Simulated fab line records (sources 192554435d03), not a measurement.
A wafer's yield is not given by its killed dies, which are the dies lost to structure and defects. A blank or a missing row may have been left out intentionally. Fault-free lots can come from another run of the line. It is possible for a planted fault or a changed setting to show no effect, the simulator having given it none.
Lot-split experiment | flow n5-finfet | 21 wafers read across 7 lots, on a route 1938 steps long

## ON THE SPLIT
At N5_BEOL_M6_COAT_63 (time 60 s, resist thk 60 nm), the setting spin-rpm was moved away from the recipe's 1500 rpm on 9 of the 21 wafers read, by -9.1% to +11.0%. All remaining wafers had this setting at the recipe value.

## FROM THE SPLIT TO THE READING: what the file shows between them, 9 steps
- N5_BEOL_M6_COAT_22: resist thk 30 nm (also split here: spin-rpm)
- N5_BEOL_M6_EBR_24
- N5_BEOL_M6_SOFTBAKE_23: time 60 s
- N5_BEOL_M6_EXPOSE_25: exposes mask V5, target cd 40 nm
- N5_BEOL_M6_PEB_26: peb time 60 s
- N5_BEOL_M6_DEVELOP_27: develop time 30 s
- N5_BEOL_M6_ETCH_72: etches underlayer in N2/H2, target depth 6.5 nm, time 5.2 s
- N5_BEOL_M6_ETCH_65: etches SiARC in CF4, target depth 15.6 nm, time 26 s
- N5_BEOL_M6_ETCH_66: etches SOC in N2/H2, target depth 80 nm, overetch 16 nm, time 120 s

## THE READING
SOC_of_BEOL_M6_COAT_63.thk-nm (the simulator's own value, which no gauge read), in nm, at N5_BEOL_M6_VIA_ETCH_34 (etches SiCOH lowk in C4F6/O2, target depth 126.3 nm, time 50.9 s). No usual value for it is given in the file. Across the 12 wafers here that went through the recipe, the average is 54.1 nm and the standard deviation 0.51 nm.

wafer  | tool, chamber at the split | spin-rpm as run, rpm | against the recipe | SOC_of_BEOL_M6_COAT_63.thk-nm, nm | against lot-mates on the recipe
L078.1 | litho-track-04, 0          | 1500                 | recipe             | 53.8                              | -
L078.4 | litho-track-04, 0          | 1363                 | -9.1%              | 56.4                              | +2.7
L078.5 | litho-track-04, 0          | 1500                 | recipe             | 53.6                              | -
L079.1 | litho-track-05, 0          | 1592                 | +6.1%              | 52.2                              | -1.8
L079.2 | litho-track-05, 0          | 1592                 | +6.1%              | 52.2                              | -1.8
L079.6 | litho-track-05, 0          | 1500                 | recipe             | 54                                | -
L080.1 | litho-track-04, 0          | 1500                 | recipe             | 54                                | -
L080.2 | litho-track-04, 0          | 1500                 | recipe             | 53.8                              | -
L080.3 | litho-track-04, 0          | 1500                 | recipe             | 54                                | -
L082.2 | litho-track-05, 0          | 1665                 | +11.0%             | 51                                | no lot-mate on the recipe
L082.4 | litho-track-05, 0          | 1665                 | +11.0%             | 50.8                              | no lot-mate on the recipe
L082.6 | litho-track-05, 0          | 1665                 | +11.0%             | 50.8                              | no lot-mate on the recipe
L083.1 | litho-track-05, 0          | 1500                 | recipe             | 55.2                              | -
L083.5 | litho-track-05, 0          | 1592                 | +6.1%              | 52.4                              | -2.3
L083.6 | litho-track-05, 0          | 1500                 | recipe             | 54.2                              | -
L085.4 | litho-track-05, 0          | 1569                 | +4.6%              | 52.8                              | -0.2
L085.5 | litho-track-05, 0          | 1500                 | recipe             | 53                                | -
L085.6 | litho-track-05, 0          | 1569                 | +4.6%              | 52.8                              | -0.2
L097.2 | litho-track-04, 0          | 1500                 | recipe             | 54.2                              | -
L097.3 | litho-track-04, 0          | 1500                 | recipe             | 54.6                              | -
L097.5 | litho-track-04, 0          | 1500                 | recipe             | 54.2                              | -

FIT RESULTS
A straight line over all 21 wafers: SOC_of_BEOL_M6_COAT_63.thk-nm changes by -0.282 nm for each +1% of spin-rpm; r = -0.96; the points scatter about the line by 0.41 nm.
The same after taking each lot's own level away (the mean of its wafers on the recipe; 18 wafers): -0.269 nm for each +1%; r = -0.91; scatter 0.45 nm.
According to that fit, moving spin-rpm by its largest amount changes the reading by 3 nm.
Across the lots, their own levels run from 53.00 to 54.70 nm, a range of 3.3 times the standard deviation given above.
The two slopes agree, so the slope changes little with the lot-to-lot level.
Check: +2.34 nm against its lot-mates is what the line predicts for one of the wafers moved furthest among these (-9.1%) when that wafer is left out of the fit. Against them it came out at +2.7 nm.

## ADDITIONAL SPLITS CARRIED BY THESE WAFERS
Before the reading, these wafers also passed through other splits. Each is held against what the fit with the lots' levels taken away leaves over:
other split on the same wafers | wafers away from the commonest value | r with SOC_of_BEOL_M6_COAT_63.thk-nm (lot level and that fit taken away)
N5_BEOL_M6_COAT_22 spin-rpm    | 5                                    | -0.02

## THE WHOLE CHAIN: every reading that the file lists as answering this split, in the file's order
step                   | what it does                                                        | reading                                                                        | change (the file's fit)               | r (the file's)
N5_BEOL_M6_COAT_63     | time 60 s, resist thk 60 nm                                         | SOC_of_BEOL_M6_COAT_63.thk-nm (the simulator's own value, which no gauge read) | -0.297 nm for each +1% of the setting | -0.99
N5_BEOL_M6_ETCH_66     | etches SOC in N2/H2, target depth 80 nm, overetch 16 nm, time 120 s | etch.depth-nm (the simulator's own value, which no gauge read)                 | -0.309 nm for each +1% of the setting | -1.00
N5_BEOL_M6_VIA_ETCH_34 | etches SiCOH lowk in C4F6/O2, target depth 126.3 nm, time 50.9 s    | SOC_of_BEOL_M6_COAT_63.thk-nm (the simulator's own value, which no gauge read) | -0.282 nm for each +1% of the setting | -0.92

## FILE'S OWN FIT
SOC_of_BEOL_M6_COAT_63.thk-nm changes by -0.282 nm for each +1% of spin-rpm, r = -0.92.
